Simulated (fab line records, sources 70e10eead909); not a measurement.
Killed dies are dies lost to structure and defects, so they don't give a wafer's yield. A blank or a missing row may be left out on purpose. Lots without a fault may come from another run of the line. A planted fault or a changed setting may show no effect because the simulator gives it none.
Chamber matching | flow nand_harc | NHARC_A_STAIRCASE_DESCUM_291 on rie_diel-09: 4 sister chambers
The step chemistry O2, time 3 s. 8 wafers are shown with their chamber, then 7 later ones without.

WAFERS WITH THEIR CHAMBER
wafer  | chamber | showerhead_plenum_p_Torr (Torr) | drypump_motor_current_A (A)
L077.4 | 1       | 1.86                            | 5.94
L078.6 | 0       | 1.98                            | 5.96
L079.5 | 3       | 2.04                            | 5.84
L080.3 | 1       | 1.86                            | 5.87
L080.4 | 3       | 2.04                            | 5.85
L080.6 | 2       | 1.92                            | 6.45
L082.1 | 2       | 1.91                            | 6.48
L082.3 | 0       | 1.98                            | 5.97

WAFERS WITHOUT THEIR CHAMBER
wafer  | showerhead_plenum_p_Torr (Torr) | drypump_motor_current_A (A)
L082.5 | 2.04                            | 5.84
L091.2 | 1.85                            | 5.87
L091.4 | 1.91                            | 6.47
L091.5 | 1.85                            | 5.85
L096.2 | 1.96                            | 5.97
L096.4 | 2.02                            | 5.81
L096.6 | 1.90                            | 6.44

WHICH CHAMBER EACH WENT THROUGH
wafer  | from the rows above | in truth
L082.5 | 3                   | 3
L091.2 | 1                   | 1
L091.4 | 2                   | 2
L091.5 | 1                   | 1
L096.2 | 0                   | 0
L096.4 | 3                   | 3
L096.6 | 2                   | 2
Placed correctly: 7 of 7. Can't be placed from these rows: 0. Placed wrongly: 0.
How it was worked out, from the rows above alone: a wafer's distance from a chamber is the root of the sum, over the readings, of the square of ((its reading less the chamber's mean) divided by the reading's scatter). The wafer belongs to the nearest chamber; if the next one is less than 2 further off, it can't be placed. A chamber's mean is the mean of its shown wafers. The scatter: the root of (the sum of the squares of (reading less its chamber's mean) over the shown wafers, divided by (wafers less chambers)).
